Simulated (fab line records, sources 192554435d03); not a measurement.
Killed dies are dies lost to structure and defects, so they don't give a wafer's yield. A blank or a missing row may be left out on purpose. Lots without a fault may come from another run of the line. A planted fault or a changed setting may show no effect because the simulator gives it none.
Chamber matching | flow n5_finfet | N5_BEOL_M1_ILD_DEP_00 on pecvd-03: 3 sister chambers
The step deposits SiOC from DEMS/O2, target thk 79 nm, time 15.3 s. 18 wafers are shown with their chamber, then 9 later ones without.

WAFERS WITH THEIR CHAMBER
wafer  | chamber | showerhead_vpp_V (V) | throttle_valve_pct (%) | heater_power_w (W)
L074.1 | 2       | 1273                 | 10.6                   | 450
L074.3 | 0       | 1317                 | 12.1                   | 554
L074.6 | 2       | 1264                 | 10.6                   | 449
L077.1 | 2       | 1277                 | 10.5                   | 468
L077.4 | 2       | 1278                 | 10.5                   | 468
L077.5 | 1       | 1462                 | 12.5                   | 444
L076.1 | 2       | 1291                 | 10.5                   | 435
L076.4 | 1       | 1464                 | 12.6                   | 454
L076.5 | 0       | 1334                 | 11.9                   | 534
L078.1 | 2       | 1285                 | 10.7                   | 446
L078.3 | 0       | 1338                 | 12.3                   | 498
L078.4 | 0       | 1343                 | 12.0                   | 491
L081.1 | 1       | 1493                 | 12.3                   | 410
L081.3 | 2       | 1301                 | 10.4                   | 477
L081.4 | 1       | 1479                 | 12.5                   | 411
L082.3 | 2       | 1283                 | 10.9                   | 421
L082.4 | 1       | 1493                 | 12.5                   | 380
L082.6 | 0       | 1349                 | 11.8                   | 550

SIGNATURES (means of the wafers above)
reading            | chamber 0 | chamber 1 | chamber 2 | scatter within a chamber
showerhead_vpp_V   | 1336.20   | 1478.20   | 1281.50   | 12.6
throttle_valve_pct | 12.020    | 12.480    | 10.588    | 0.156
heater_power_w     | 525.40    | 419.80    | 451.75    | 25
Rule: a wafer's distance from a chamber is the root of the sum, over the readings, of the square of ((its reading less the chamber's mean) divided by the reading's scatter). The wafer belongs to the nearest chamber; if the next one is less than 2 further off, it can't be placed. The scatter: the root of (the sum of the squares of (reading less its chamber's mean) over the shown wafers, divided by (wafers less chambers)).

WAFERS WITHOUT THEIR CHAMBER
wafer  | showerhead_vpp_V (V) | throttle_valve_pct (%) | heater_power_w (W)
L087.1 | 1331                 | 12.2                   | 552
L087.2 | 1294                 | 10.6                   | 472
L087.5 | 1338                 | 12.1                   | 540
L091.1 | 1263                 | 10.5                   | 462
L091.2 | 1331                 | 12.2                   | 587
L091.6 | 1261                 | 10.8                   | 467
L096.2 | 1477                 | 12.7                   | 389
L096.4 | 1463                 | 12.5                   | 390
L096.5 | 1318                 | 12.0                   | 560

WHICH CHAMBER EACH WENT THROUGH
wafer  | from the rows above | in truth
L087.1 | 0                   | 0
L087.2 | 2                   | 2
L087.5 | 0                   | 0
L091.1 | 2                   | 2
L091.2 | 0                   | 0
L091.6 | 2                   | 2
L096.2 | 1                   | 1
L096.4 | 1                   | 1
L096.5 | 0                   | 0
Placed correctly: 9 of 9. Can't be placed from these rows: 0. Placed wrongly: 0.
